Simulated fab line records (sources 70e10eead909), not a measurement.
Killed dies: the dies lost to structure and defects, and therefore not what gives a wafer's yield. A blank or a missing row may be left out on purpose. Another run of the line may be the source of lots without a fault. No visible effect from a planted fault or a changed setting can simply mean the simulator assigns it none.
Chamber matching ; flow nand-harc ; pecvd-04 running NHARC_A_STAIRCASE_DEP_417: 3 sister chambers
The step deposits Si3N4, target thk 60 nm. 16 wafers are shown with their chamber, then 8 later ones without.

## EACH WAFER AND ITS CHAMBER
wafer;chamber;heater-power-w (W);heater-power-outer-w (W)
L074.1;0;800;460
L074.2;1;608;302
L074.6;1;615;314
L077.2;1;641;330
L077.4;1;637;332
L077.6;2;616;395
L079.1;0;803;459
L079.2;1;664;346
L079.5;2;659;420
L086.2;0;845;504
L086.3;2;556;335
L086.6;1;630;320
L087.1;0;762;445
L087.5;2;622;396
L087.6;1;574;295
L089.1;0;838;496

SIGNATURES (means of the wafers above)
reading;chamber 0;chamber 1;chamber 2;scatter within a chamber
heater-power-w;809.60;624.14;613.25;33.8
heater-power-outer-w;472.80;319.86;386.50;25.5
Rule: distance of a wafer from a chamber = root of the sum over the readings of ((wafer's reading minus chamber's mean) / reading's scatter) squared. The wafer belongs to the nearest chamber; if the next one is less than 2 further off, it can't be placed. The scatter: the root of (the sum of the squares of (reading less its chamber's mean) over the shown wafers, divided by (wafers less chambers)).

## WAFERS MISSING THEIR CHAMBER
wafer;heater-power-w (W);heater-power-outer-w (W)
L089.3;562;278
L089.4;832;496
L088.4;606;306
L088.5;743;434
L088.6;630;421
L096.1;545;331
L096.3;780;461
L096.4;536;345

## WHICH CHAMBER EACH ONE RAN IN
wafer;from the rows above;in truth
L089.3;1;1
L089.4;0;0
L088.4;1;1
L088.5;can't be placed: 0 or 2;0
L088.6;2;2
L096.1;can't be placed: 1 or 2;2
L096.3;0;0
L096.4;can't be placed: 1 or 2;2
Correct placement for 5 of the 8. These rows do not allow placing 3 (true chamber among the candidates in 3). Number placed wrongly: 0.
